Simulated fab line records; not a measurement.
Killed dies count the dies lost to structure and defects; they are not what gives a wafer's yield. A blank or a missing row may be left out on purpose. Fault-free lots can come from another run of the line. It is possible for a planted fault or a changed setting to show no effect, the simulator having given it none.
fab line records    flow n5_finfet    part 1 of 2: steps 1 to 23 of 29
record lots=5  wafers=15  last_day=16
route steps=1938 shown HKMG_FIN@413
lots that met no fault: from a run of the same line without faults
start_h: hours from the record's first day to the start of the lot's first wafer shown    wait_h: time in hours since the lot's previous step    " the same as in the row above    L1.1+2: several wafers, shown together as one row    - no value present, or no start provided    * or withheld: withheld    < > ~ a bound
route shown NAME@n: a module of which the file shows steps, and the number in the route of the first    usual: average and standard deviation across the fault-free wafers    same: alike in all rows    chamber/n: place in a boat    sites: each site's reading    _std_site: standard deviation across them    _edge_site: inner sites' mean taken away from outer sites' mean    radius_mm: how far each site lies from the wafer's centre    mask NAME#n: copy n    behind: the most recent tool/chamber to have shaped the wafer    hold: why the lot went on hold/how many hours it stayed there/how the hold came to an end    device: the transistor (n, p or np) that didn't switch    end of line: tests run on the same wafers once the route is complete    for a step that has no rows: nothing shown but its recipe    killed: not the wafer's yield, but the dies lost to structure and defects at the first sort    map: the dies of a wafer, with x for killed, . for not killed, _ for no die there
set.NAME: the run value of the setting; set.NAME@STEP: its run value at that earlier step    model.NAME: the simulator's own value behind a step, which no gauge read
certain route steps with their lots: each step a table, each wafer a row
services: from which hour (start_h, from the record's first day; less than 0 if before it) a tool's chamber was out of use, for how many hours, and why
## steps
# step N5_HKMG_FIN_CVD_62
# recipe material=a-Si  target_thk_a=30  temp_c=500  precursor=Si2H6  pressure_torr=1  time_s=20.8
# usual heater_power_w=1395/86
lot.wafer  tool               chamber  start_h  wait_h  heater_power_w
L079.3     thermal_cvd_si-01  1        106.90   0.2     1431
L079.4     "                  2        "        "       1511
L079.5     "                  1        "        "       1408
L085.2     thermal_cvd_si-01  2        140.93   0.2     1479
L085.3     "                  0        "        "       1426
L085.6     "                  1        "        "       1417
L087.1     thermal_cvd_si-01  2        154.66   0.2     1466
L087.2     "                  1        "        "       1445
L087.5     "                  0        "        "       1446
L089.3     thermal_cvd_si-01  1        167.16   0.2     1479
L089.5     "                  1        "        "       1396
L089.6     "                  2        "        "       1495
L094.2     thermal_cvd_si-02  0        194.38   0.2     1414
L094.3     "                  1        "        "       1228
L094.4     "                  2        "        "       1457
# step N5_HKMG_FIN_RTA_80
# recipe temp_c=withheld  time_s=2  ambient=N2  idle_temp_c=600  ramp_up_c_per_s=150  ramp_down_c_per_s=60  cool_to_c=600
lot.wafer   tool           chamber  start_h  wait_h
L079.3+4+5  rtp_anneal-02  0        107.12   0.2
L085.2+3+6  rtp_anneal-01  0        141.20   0.2
L087.1+2+5  rtp_anneal-02  0        154.81   0.1
L089.3+5+6  rtp_anneal-01  0        167.33   0.1
L094.2+3+4  rtp_anneal-02  0        194.53   0.1
# step N5_HKMG_FIN_PRECLEAN_64
# recipe chemistry=dHF  time_s=30  temp_c=25  dilution=withheld
lot.wafer   tool          chamber  start_h  wait_h
L079.3+4+5  wet_bench-04  6,0,7    107.32   0.2
L085.2+3+6  wet_bench-01  7,2,0    141.32   0.1
L087.1+2+5  wet_bench-01  0,2,7    154.97   0.1
L089.3+5+6  wet_bench-01  5,1,2    167.44   0.1
L094.2+3+4  wet_bench-01  2,3,7    194.65   0.1
# step N5_HKMG_FIN_WET_ETCH_65
# recipe chemistry=TMAH  temp_c=70  conc_wt_pct=5  target=a-Si  stop_on=TiN  time_s=49  target_depth_nm=3
lot.wafer   tool          chamber  start_h  wait_h
L079.3+4+5  wet_bench-04  6,0,7    107.34   0.0
L085.2+3+6  wet_bench-01  7,2,0    141.33   0.0
L087.1+2+5  wet_bench-01  0,2,7    154.98   0.0
L089.3+5+6  wet_bench-01  5,1,2    167.45   0.0
L094.2+3+4  wet_bench-01  2,3,7    194.67   0.0
# step N5_HKMG_FIN_WET_ETCH_81
# recipe chemistry=SC1  target=TiN  stop_on=HfO2  mix=1:1:5  temp_c=60  time_s=57  target_depth_nm=6
lot.wafer   tool          chamber  start_h  wait_h
L079.3+4+5  wet_bench-04  6,0,7    107.35   0.0
L085.2+3+6  wet_bench-01  7,2,0    141.35   0.0
L087.1+2+5  wet_bench-01  0,2,7    154.99   0.0
L089.3+5+6  wet_bench-01  5,1,2    167.46   0.0
L094.2+3+4  wet_bench-01  2,3,7    194.68   0.0
# step N5_HKMG_FIN_WET_ETCH_82
# recipe chemistry=dHCl  mix=1:10000  temp_c=25  target=La2O3  stop_on=HfO2  target_depth_nm=2  dry=ipa_marangoni  rinse_time_s=30  rinse_temp_c=23
# usual rinse_temp_c=23.00/0.11
lot.wafer  tool          chamber  start_h  wait_h  rinse_temp_c
L079.3     wet_bench-04  6        107.38   0.0     22.86
L079.4     "             0        "        "       22.97
L079.5     "             7        "        "       22.99
L085.2     wet_bench-01  7        141.38   0.0     23.01
L085.3     "             2        "        "       22.83
L085.6     "             0        "        "       23.05
L087.1     wet_bench-01  0        155.02   0.0     23.22
L087.2     "             2        "        "       23.02
L087.5     "             7        "        "       23.03
L089.3     wet_bench-01  5        167.50   0.0     23.17
L089.5     "             1        "        "       22.93
L089.6     "             2        "        "       22.95
L094.2     wet_bench-01  2        194.71   0.0     22.89
L094.3     "             3        "        "       22.85
L094.4     "             7        "        "       22.94
# step N5_HKMG_FIN_ALD_36
# recipe material=TiN  target_thk_a=10  temp_c=400  ald_precursor_family=TiCl4  ald_co_reactant=NH3  pulse_time_s=1  purge_time_s=3  co_reactant_purge_time_s=2  co_reactant_pulse_time_s=2  ald_cycles=47  pressure_torr=3
# usual heater_power_w=869/72  precursor_pulse_height_rel=1.000/0.02
lot.wafer  tool          chamber  start_h  wait_h  heater_power_w  precursor_pulse_height_rel
L079.3     ald_metal-03  0        107.44   0.0     834             1.035
L079.4     "             1        "        "       839             0.983
L079.5     "             3        "        "       992             0.994
L085.2     ald_metal-03  0        141.44   0.0     833             1.012
L085.3     "             2        "        "       864             0.969
L085.6     "             2        "        "       853             1.003
L087.1     ald_metal-03  1        155.21   0.2     814             1.021
L087.2     "             3        "        "       960             1.002
L087.5     "             1        "        "       829             0.975
L089.3     ald_metal-01  3        167.56   0.0     890             0.996
L089.5     "             3        "        "       908             0.998
L089.6     "             0        "        "       744             0.995
L094.2     ald_metal-03  3        194.77   0.0     964             1.000
L094.3     "             2        "        "       867             0.992
L094.4     "             1        "        "       832             1.012
# step N5_HKMG_FIN_THK_MEAS_70
# recipe thk_meas_gauge=xrf  reads=HfO2_of_HKMG_FIN_HK_ALD_01
# usual HK_THK=1.589/0.02
lot.wafer  tool           chamber  start_h  wait_h  HK_THK[nm]
L079.3     film_metro-01  -        107.72   0.2     1.610
L079.4     "              -        "        "       1.599
L079.5     "              -        "        "       1.586
L085.2     film_metro-02  -        141.72   0.2     1.569
L085.3     "              -        "        "       1.550
L085.6     "              -        "        "       1.577
L087.1     film_metro-01  -        155.49   0.2     1.584
L087.2     "              -        "        "       1.595
L087.5     "              -        "        "       1.590
L089.3     film_metro-01  -        167.84   0.2     1.590
L089.5     "              -        "        "       1.587
L089.6     "              -        "        "       1.568
L094.2     film_metro-02  -        195.05   0.2     1.591
L094.3     "              -        "        "       1.591
L094.4     "              -        "        "       1.613
# step N5_HKMG_FIN_PWFM_ALD_03
# recipe material=TiN  target_thk_a=20  temp_c=400  ald_precursor_family=TiCl4  ald_co_reactant=NH3  pulse_time_s=1  purge_time_s=3  co_reactant_purge_time_s=2  co_reactant_pulse_time_s=2  ald_cycles=91  pressure_torr=3
# usual heater_power_w=870/68  precursor_pulse_height_rel=0.999/0.022
lot.wafer  tool          chamber  start_h  wait_h  heater_power_w  precursor_pulse_height_rel
L079.3     ald_metal-04  2        107.76   0.0     800             0.994
L079.4     "             0        "        "       977             1.009
L079.5     "             2        "        "       806             0.983
L085.2     ald_metal-04  2        141.76   0.0     815             0.984
L085.3     "             1        "        "       778             1.009
L085.6     "             2        "        "       820             0.983
L087.1     ald_metal-03  0        155.53   0.0     871             1.002
L087.2     "             1        "        "       816             0.984
L087.5     "             0        "        "       852             1.031
L089.3     ald_metal-03  3        167.87   0.0     974             1.042
L089.5     "             2        "        "       872             1.016
L089.6     "             3        "        "       966             1.032
L094.2     ald_metal-01  0        195.09   0.0     724             0.996
L094.3     "             2        "        "       898             0.995
L094.4     "             1        "        "       895             0.980
# step N5_HKMG_FIN_COAT_29
# recipe resist=SOC  temp_c=250  time_s=60  spin_rpm=1500  resist_thk_nm=300
# usual chill_plate_temp_C=23.02/0.11
lot.wafer  tool            chamber  start_h  wait_h  chill_plate_temp_C
L079.3     litho_track-04  0        108.23   0.2     22.86
L079.4     "               0        "        "       22.89
L079.5     "               0        "        "       22.74
L085.2     litho_track-05  0        142.23   0.2     23.03
L085.3     "               0        "        "       23.13
L085.6     "               0        "        "       23.09
L087.1     litho_track-04  0        156.00   0.2     22.84
L087.2     "               0        "        "       22.65
L087.5     "               0        "        "       23.00
L089.3     litho_track-05  0        168.34   0.2     23.02
L089.5     "               0        "        "       22.98
L089.6     "               0        "        "       22.99
L094.2     litho_track-02  0        195.56   0.2     22.93
L094.3     "               0        "        "       23.10
L094.4     "               0        "        "       23.10
# step N5_HKMG_FIN_COAT_30
# recipe resist=SiARC  temp_c=220  time_s=60  spin_rpm=1500  resist_thk_nm=35
# usual chill_plate_temp_C=23.03/0.098
lot.wafer  tool            chamber  start_h  wait_h  chill_plate_temp_C
L079.3     litho_track-04  0        -        -       22.96
L079.4     "               0        "        "       23.02
L079.5     "               0        "        "       23.00
L085.2     litho_track-05  0        -        -       23.10
L085.3     "               0        "        "       22.90
L085.6     "               0        "        "       22.96
L087.1     litho_track-04  0        -        -       22.97
L087.2     "               0        "        "       23.04
L087.5     "               0        "        "       22.99
L089.3     litho_track-05  0        -        -       23.10
L089.5     "               0        "        "       23.15
L089.6     "               0        "        "       23.13
L094.2     litho_track-02  0        -        -       23.12
L094.3     "               0        "        "       23.13
L094.4     "               0        "        "       23.13
# step N5_HKMG_FIN_COAT_06
# recipe resist=CAR-ArF  spin_rpm=1500  resist_thk_nm=90
# usual chill_plate_temp_C=23.00/0.087
lot.wafer  tool            chamber  start_h  wait_h  chill_plate_temp_C
L079.3     litho_track-04  0        -        -       22.86
L079.4     "               0        "        "       22.89
L079.5     "               0        "        "       23.02
L085.2     litho_track-05  0        -        -       23.11
L085.3     "               0        "        "       23.09
L085.6     "               0        "        "       23.14
L087.1     litho_track-04  0        -        -       23.03
L087.2     "               0        "        "       23.08
L087.5     "               0        "        "       22.94
L089.3     litho_track-05  0        -        -       22.89
L089.5     "               0        "        "       22.99
L089.6     "               0        "        "       23.06
L094.2     litho_track-02  0        -        -       22.90
L094.3     "               0        "        "       23.08
L094.4     "               0        "        "       23.00
# step N5_HKMG_FIN_EBR_08
# recipe solvent=PGMEA  ebr_width_mm=1.5
# usual chill_plate_temp_C=23.03/0.1
lot.wafer  tool            chamber  start_h  wait_h  chill_plate_temp_C
L079.3     litho_track-04  0        -        -       23.14
L079.4     "               0        "        "       23.08
L079.5     "               0        "        "       22.85
L085.2     litho_track-05  0        -        -       23.07
L085.3     "               0        "        "       23.11
L085.6     "               0        "        "       22.88
L087.1     litho_track-04  0        -        -       23.07
L087.2     "               0        "        "       23.03
L087.5     "               0        "        "       23.10
L089.3     litho_track-05  0        -        -       23.10
L089.5     "               0        "        "       22.99
L089.6     "               0        "        "       22.96
L094.2     litho_track-02  0        -        -       23.16
L094.3     "               0        "        "       23.11
L094.4     "               0        "        "       23.08
# step N5_HKMG_FIN_SOFTBAKE_07
# recipe temp_c=110  time_s=60  resist=CAR-ArF
# usual chill_plate_temp_C=22.99/0.12
lot.wafer  tool            chamber  start_h  wait_h  chill_plate_temp_C
L079.3     litho_track-04  0        -        -       23.07
L079.4     "               0        "        "       22.95
L079.5     "               0        "        "       23.04
L085.2     litho_track-05  0        -        -       23.02
L085.3     "               0        "        "       23.02
L085.6     "               0        "        "       23.02
L087.1     litho_track-04  0        -        -       23.04
L087.2     "               0        "        "       23.11
L087.5     "               0        "        "       23.13
L089.3     litho_track-05  0        -        -       22.97
L089.5     "               0        "        "       22.76
L089.6     "               0        "        "       22.86
L094.2     litho_track-02  0        -        -       22.99
L094.3     "               0        "        "       23.07
L094.4     "               0        "        "       23.02
# step N5_HKMG_FIN_EXPOSE_09
# recipe mask_id=NWFM  na=1.35  source_shape=conventional  sigma_outer=0.8  polarization=unpolarized  dose_mj=39.25
lot.wafer   tool             chamber  start_h  wait_h  mask
L079.3+4+5  arfi_scanner-03  0        108.48   -       NWFM#0
L085.2+3+6  arfi_scanner-01  0        142.35   -       NWFM#0
L087.1+2+5  arfi_scanner-03  0        156.12   -       NWFM#0
L089.3+5+6  arfi_scanner-03  0        168.60   -       NWFM#0
L094.2+3+4  arfi_scanner-03  0        195.81   -       NWFM#0
# step N5_HKMG_FIN_PEB_10
# recipe peb_temp_c=withheld  peb_time_s=60  resist=CAR-ArF
# usual chill_plate_temp_C=22.96/0.1
lot.wafer  tool            chamber  start_h  wait_h  chill_plate_temp_C
L079.3     litho_track-02  0        108.53   0.0     23.17
L079.4     "               0        "        "       22.87
L079.5     "               0        "        "       22.84
L085.2     litho_track-05  0        142.40   0.0     22.94
L085.3     "               0        "        "       23.01
L085.6     "               0        "        "       23.06
L087.1     litho_track-05  0        156.17   0.1     22.87
L087.2     "               0        "        "       22.77
L087.5     "               0        "        "       22.81
L089.3     litho_track-05  0        168.65   0.0     23.00
L089.5     "               0        "        "       23.03
L089.6     "               0        "        "       22.90
L094.2     litho_track-02  0        195.86   0.0     23.19
L094.3     "               0        "        "       23.28
L094.4     "               0        "        "       22.79
# step N5_HKMG_FIN_DEVELOP_11
# recipe develop_time_s=30  developer=TMAH  resist=CAR-ArF  dev_temp_c=23  rinse_liquid=diw  dry=air_spin
# usual chill_plate_temp_C=23.01/0.096
lot.wafer  tool            chamber  start_h  wait_h  chill_plate_temp_C
L079.3     litho_track-02  0        -        -       23.06
L079.4     "               0        "        "       23.03
L079.5     "               0        "        "       22.79
L085.2     litho_track-05  0        -        -       23.01
L085.3     "               0        "        "       23.10
L085.6     "               0        "        "       23.02
L087.1     litho_track-05  0        -        -       23.07
L087.2     "               0        "        "       23.04
L087.5     "               0        "        "       22.92
L089.3     litho_track-05  0        -        -       23.19
L089.5     "               0        "        "       22.98
L089.6     "               0        "        "       22.89
L094.2     litho_track-02  0        -        -       22.96
L094.3     "               0        "        "       22.88
L094.4     "               0        "        "       22.85
# step N5_HKMG_FIN_CD_MEAS_12
# recipe target_cd_nm=92.8  landing_energy_ev=500  detector=se_inlens
# usual cd_nm=93.0/0.53
lot.wafer  tool       chamber  start_h  wait_h  cd_nm
L079.3     cd_sem-02  0        108.60   -       92.5
L079.4     "          0        "        "       92.8
L079.5     "          0        "        "       92.7
L085.2     cd_sem-02  0        142.47   -       93.3
L085.3     "          0        "        "       92.8
L085.6     "          0        "        "       92.9
L087.1     cd_sem-03  0        156.24   -       92.1
L087.2     "          0        "        "       92.4
L087.5     "          0        "        "       92.4
L089.3     cd_sem-03  0        168.71   -       92.9
L089.5     "          0        "        "       93.7
L089.6     "          0        "        "       92.7
L094.2     cd_sem-02  0        195.93   -       92.3
L094.3     "          0        "        "       92.0
L094.4     "          0        "        "       92.3
# step N5_HKMG_FIN_OVL_MEAS_13
# recipe points_per_wafer=44
# usual NWFM_OVL=0.1/0.73
lot.wafer  tool        chamber  start_h  wait_h  NWFM_OVL[nm]
L079.3     overlay-02  0        108.63   0.0     -0.5
L079.4     "           0        "        "       -0.5
L079.5     "           0        "        "       -0.4
L085.2     overlay-02  0        142.50   0.0     -0.2
L085.3     "           0        "        "       0.4
L085.6     "           0        "        "       0.9
L087.1     overlay-02  0        156.27   0.0     0.1
L087.2     "           0        "        "       0.7
L087.5     "           0        "        "       0.2
L089.3     overlay-01  0        168.74   0.0     1.9
L089.5     "           0        "        "       0.8
L089.6     "           0        "        "       1.1
L094.2     overlay-01  0        195.96   0.0     1.2
L094.3     "           0        "        "       0.7
L094.4     "           0        "        "       0.5
# step N5_HKMG_FIN_INSPECT_14
# recipe mode=adi  inspect_instrument=macro
# usual raw_defect_count=1.9/1.5
lot.wafer  tool               chamber  start_h  wait_h  raw_defect_count
L079.3     defect_inspect-02  -        108.65   0.0     3
L079.4     "                  -        "        "       0
L079.5     "                  -        "        "       0
L085.2     defect_inspect-02  -        142.52   0.0     2
L085.3     "                  -        "        "       1
L085.6     "                  -        "        "       1
L087.1     defect_inspect-01  -        156.29   0.0     2
L087.2     "                  -        "        "       1
L087.5     "                  -        "        "       5
L089.3     defect_inspect-02  -        168.77   0.0     3
L089.5     "                  -        "        "       1
L089.6     "                  -        "        "       2
L094.2     defect_inspect-02  -        195.98   0.0     2
L094.3     "                  -        "        "       0
L094.4     "                  -        "        "       2
# step N5_HKMG_FIN_DESCUM_17
# recipe chemistry=O2  time_s=7.9  source_power_w=50  bias_power_w=20  pressure_mtorr=20  rf_frequency_hz=2.712e+07  temp_c=40  resist=CAR-ArF  o2_flow_sccm=225
# usual drypump_motor_current_A=6.0/0.47  oes_product_au=0.77/0.072  rf_fwd_power_W=49.37/0.2  rf_vpp_V=243.4/1.5  showerhead_plenum_p_Torr=2.10/0.07  throttle_valve_pct=20.37/0.21
lot.wafer  tool         chamber  start_h  wait_h  drypump_motor_current_A  oes_product_au  rf_fwd_power_W  rf_hours_counter_h  rf_vpp_V  showerhead_plenum_p_Torr  throttle_valve_pct
L079.3     rie_diel-04  1        108.78   0.1     5.7                      0.79            49.18           101                 244.8     2.10                      20.60
L079.4     "            3        "        "       5.7                      0.75            49.75           166                 245.6     2.18                      20.11
L079.5     "            0        "        "       6.6                      0.72            49.19           -                   241.3     1.99                      20.22
L085.2     rie_diel-01  2        142.65   0.1     6.6                      0.71            49.39           191                 242.7     2.09                      20.46
L085.3     "            0        "        "       5.5                      0.88            49.91           45                  244.3     2.13                      20.68
L085.6     "            2        "        "       6.6                      0.70            49.46           -                   243.8     2.09                      20.45
L087.1     rie_diel-01  1        156.33   0.0     6.6                      0.87            48.91           55                  243.1     2.14                      20.77
L087.2     "            0        "        "       5.5                      0.88            49.57           50                  244.1     2.12                      20.66
L087.5     "            1        "        "       6.6                      0.88            49.19           -                   244.8     2.14                      20.77
L089.3     rie_diel-04  3        169.34   0.6     5.7                      0.74            49.35           186                 245.1     2.17                      20.15
L089.5     "            3        "        "       5.7                      0.73            49.43           -                   244.9     2.17                      20.16
L089.6     "            0        "        "       6.6                      0.71            49.36           -                   242.6     1.98                      20.23
L094.2     rie_diel-05  3        196.37   0.4     5.5                      0.77            49.31           136                 243.7     2.20                      20.57
L094.3     "            0        "        "       5.6                      0.82            49.44           93                  240.8     2.02                      20.24
L094.4     "            1        "        "       6.3                      0.99            49.25           2                   242.8     2.15                      20.13
# step N5_HKMG_FIN_ETCH_31
# recipe chemistry=CF4  target=SiARC  target_depth_a=455  mask_material=CAR-ArF  time_s=75.8  ion_energy_ev=80  pressure_mtorr=40  source_w=545  bias_w=36  Ar_flow_sccm=100  cf4_flow_sccm=100  ends=cleared
# usual drypump_motor_current_A=6.0/0.47  etch_rf_on_time_s=76.3/1  oes_product_au=0.66/0.061  rf_fwd_power_W=539.4/1.9  rf_vpp_V=184.2/1.2  showerhead_plenum_p_Torr=2.15/0.068  throttle_valve_pct=15.59/0.17
lot.wafer  tool         chamber  start_h  wait_h  drypump_motor_current_A  etch_rf_on_time_s  oes_product_au  rf_fwd_power_W  rf_hours_counter_h  rf_vpp_V  showerhead_plenum_p_Torr  throttle_valve_pct
L079.3     rie_diel-04  1        108.81   0.0     5.7                      75.0               0.69            537.4           101                 183.4     2.15                      15.77
L079.4     "            3        "        "       5.7                      76.6               0.64            538.0           166                 185.0     2.22                      15.38
L079.5     "            0        "        "       6.6                      77.3               0.62            538.4           -                   183.5     2.04                      15.44
L085.2     rie_diel-01  2        142.68   0.0     6.6                      76.8               0.62            538.4           191                 183.5     2.13                      15.67
L085.3     "            0        "        "       5.5                      75.9               0.76            542.7           45                  185.1     2.18                      15.83
L085.6     "            2        "        "       6.6                      76.6               0.61            538.1           -                   183.7     2.14                      15.66
L087.1     rie_diel-01  1        156.36   0.0     6.6                      74.9               0.75            537.3           55                  184.6     2.18                      15.85
L087.2     "            0        "        "       5.4                      74.3               0.77            539.1           50                  184.4     2.18                      15.83
L087.5     "            1        "        "       6.6                      74.9               0.75            536.6           -                   185.1     2.18                      15.84
L089.3     rie_diel-04  3        169.37   0.0     5.6                      76.4               0.62            541.1           186                 183.6     2.21                      15.42
L089.5     "            3        "        "       5.7                      76.7               0.63            541.1           -                   184.5     2.21                      15.41
L089.6     "            0        "        "       6.6                      77.3               0.60            540.0           -                   182.9     2.03                      15.50
L094.2     rie_diel-05  3        196.40   0.0     5.6                      76.1               0.66            541.1           136                 183.7     2.24                      15.74
L094.3     "            0        "        "       5.6                      77.9               0.69            541.2           93                  183.4     2.08                      15.49
L094.4     "            1        "        "       6.3                      75.2               0.84            539.1           2                   185.7     2.20                      15.26
# step N5_HKMG_FIN_ETCH_32
# recipe chemistry=N2/H2  target=SOC  target_depth_a=2400  temp_c=40  time_s=300  ion_energy_ev=200  mask_material=SiARC  pressure_mtorr=30  source_w=840  bias_w=150  n2_flow_sccm=200  h2_flow_sccm=200
# usual drypump_motor_current_A=6.0/0.47  oes_product_au=0.77/0.072  rf_fwd_power_W=837.8/2.3  rf_vpp_V=524.1/2.5  showerhead_plenum_p_Torr=2.55/0.084  throttle_valve_pct=17.76/0.22
lot.wafer  tool         chamber  start_h  wait_h  drypump_motor_current_A  oes_product_au  rf_fwd_power_W  rf_hours_counter_h  rf_vpp_V  showerhead_plenum_p_Torr  throttle_valve_pct
L079.3     rie_diel-04  1        108.87   0.0     5.7                      0.82            837.2           101                 524.9     2.56                      18.08
L079.4     "            3        "        "       5.7                      0.74            837.9           166                 527.5     2.64                      17.54
L079.5     "            0        "        "       6.6                      0.72            833.8           -                   518.7     2.42                      17.60
L085.2     rie_diel-01  2        142.74   0.0     6.6                      0.72            840.4           191                 523.5     2.52                      17.78
L085.3     "            0        "        "       5.5                      0.89            830.6           45                  525.2     2.59                      18.05
L085.6     "            2        "        "       6.6                      0.71            835.9           -                   524.6     2.52                      17.78
L087.1     rie_diel-01  1        156.42   0.0     6.6                      0.87            838.6           55                  524.1     2.58                      18.21
L087.2     "            0        "        "       5.5                      0.89            841.9           50                  524.6     2.58                      18.06
L087.5     "            1        "        "       6.6                      0.89            841.1           -                   524.8     2.58                      18.20
L089.3     rie_diel-04  3        169.43   0.0     5.7                      0.73            839.6           186                 527.3     2.63                      17.56
L089.5     "            3        "        "       5.7                      0.73            837.2           -                   526.5     2.63                      17.56
L089.6     "            0        "        "       6.6                      0.68            841.9           -                   520.3     2.41                      17.67
L094.2     rie_diel-05  3        196.46   0.0     5.5                      0.77            840.0           136                 527.0     2.65                      17.83
L094.3     "            0        "        "       5.6                      0.81            835.9           93                  520.7     2.45                      17.54
L094.4     "            1        "        "       6.3                      0.98            836.4           2                   524.3     2.61                      17.42
